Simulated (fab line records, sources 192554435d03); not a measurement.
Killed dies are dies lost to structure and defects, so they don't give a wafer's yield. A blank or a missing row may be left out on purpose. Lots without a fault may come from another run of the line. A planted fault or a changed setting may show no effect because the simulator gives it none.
Chamber matching | flow n5_finfet | N5_BEOL_M7_CURE_74 on uv_cure-01: 3 sister chambers
The step cures SiCOH lowk, time 240 s. 20 wafers are shown with their chamber, then 10 later ones without.

WAFERS WITH THEIR CHAMBER
wafer  | chamber | wafer_temp_C_max | lamp_power_pct (%)
L077.4 | 2       | 387.1            | 52.36
L077.5 | 2       | 386.3            | 52.27
L077.6 | 2       | 386.9            | 52.29
L079.1 | 2       | 386.4            | 52.37
L079.4 | 2       | 385.9            | 52.37
L079.6 | 2       | 386.3            | 52.25
L080.2 | 2       | 387.4            | 52.34
L080.4 | 2       | 386.5            | 52.32
L080.5 | 2       | 386.1            | 52.31
L082.1 | 1       | 386.1            | 52.44
L082.3 | 1       | 386.3            | 52.38
L082.4 | 1       | 385.7            | 52.33
L085.1 | 0       | 387.2            | 52.34
L085.4 | 0       | 387.3            | 52.30
L085.6 | 0       | 386.8            | 52.32
L076.3 | 2       | 386.9            | 52.25
L076.4 | 2       | 386.4            | 52.33
L076.6 | 2       | 386.7            | 52.35
L091.2 | 2       | 386.3            | 52.35
L091.5 | 2       | 387.3            | 52.40

SIGNATURES (means of the wafers above)
reading          | chamber 0 | chamber 1 | chamber 2 | scatter within a chamber
wafer_temp_C_max | 387.100   | 386.033   | 386.607   | 0.42
lamp_power_pct   | 52.3200   | 52.3833   | 52.3257   | 0.0454
Rule: a wafer's distance from a chamber is the root of the sum, over the readings, of the square of ((its reading less the chamber's mean) divided by the reading's scatter). The wafer belongs to the nearest chamber; if the next one is less than 2 further off, it can't be placed. The scatter: the root of (the sum of the squares of (reading less its chamber's mean) over the shown wafers, divided by (wafers less chambers)).

WAFERS WITHOUT THEIR CHAMBER
wafer  | wafer_temp_C_max | lamp_power_pct (%)
L091.6 | 386.9            | 52.37
L088.2 | 386.4            | 52.37
L088.3 | 386.8            | 52.36
L088.6 | 386.9            | 52.34
L094.1 | 386.7            | 52.22
L094.3 | 386.3            | 52.31
L094.4 | 385.9            | 52.19
L096.2 | 386.5            | 52.31
L096.5 | 386.9            | 52.30
L096.6 | 386.4            | 52.39

WHICH CHAMBER EACH WENT THROUGH
wafer  | from the rows above          | in truth
L091.6 | can't be placed: 2 or 0 or 1 | 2
L088.2 | can't be placed: 1 or 2 or 0 | 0
L088.3 | can't be placed: 2 or 0 or 1 | 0
L088.6 | can't be placed: 0 or 2 or 1 | 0
L094.1 | can't be placed: 2 or 0 or 1 | 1
L094.3 | can't be placed: 2 or 1 or 0 | 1
L094.4 | can't be placed: 2 or 0 or 1 | 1
L096.2 | can't be placed: 2 or 0 or 1 | 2
L096.5 | can't be placed: 0 or 2      | 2
L096.6 | can't be placed: 1 or 2 or 0 | 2
Placed correctly: 0 of 10. Can't be placed from these rows: 10 (the true chamber is among the candidates in 10). Placed wrongly: 0.
